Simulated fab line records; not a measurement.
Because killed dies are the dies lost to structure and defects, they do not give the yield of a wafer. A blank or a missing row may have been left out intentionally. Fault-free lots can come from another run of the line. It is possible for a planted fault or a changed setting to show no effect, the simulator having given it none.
The tool behind it: which one? / flow nand harc / route of 1302 steps, sampled at 1 step: 10 lots, 30 wafers

== WHAT THE GAUGES READ, wafer by wafer ==
NHARC_A_ONON_D1_THK_MEAS_24: measures by ellipsometry.
lot=L078; measured=day 10 00:53; on=film metro-02; thk nm (nm)=1001 1001 1003
lot=L081; measured=day 11 00:27; on=film metro-01; thk nm (nm)=992 991 992
lot=L082; measured=day 11 14:31; on=film metro-02; thk nm (nm)=997 996 995
lot=L084; measured=day 12 13:10; on=film metro-02; thk nm (nm)=1004 1005 1003
lot=L086; measured=day 13 07:28; on=film metro-01; thk nm (nm)=1009 1007 1008
lot=L087; measured=day 14 06:42; on=film metro-01; thk nm (nm)=1006 1005 1005
lot=L090; measured=day 15 00:04; on=film metro-02; thk nm (nm)=989 989 990
lot=L092; measured=day 15 17:55; on=film metro-02; thk nm (nm)=999 1000 999
lot=L094; measured=day 16 13:08; on=film metro-02; thk nm (nm)=997 995 996
lot=L096; measured=day 17 04:39; on=film metro-02; thk nm (nm)=1010 1011 1011

== EACH LOT AND THE TOOL THAT RAN IT (in order: tool; ch and the chambers of the sampled wafers; start) ==
Record: no process step prior to these readings.

== THE ANSWER, worked out from the rows above alone ==
Rule: usual is defined by the lots themselves. The widest of any qualifying gaps counts: lots, ordered by their means at a reading, are off when they make up no more than a third of the lots, leave a main group of 4 or more, and stand apart from it by 3 or more times the standard deviation of that group's means. A main group whose means are all the same, to the digits that the tables above print for the reading, isn't used. A lot without any number at a reading at which 4 lots or more have one is off too. The other lots that the step has rows for count as sound.
No lot is off at any reading shown: from this, nothing can be told.

== WHAT WAS PUT IN BY THE SIMULATOR ==
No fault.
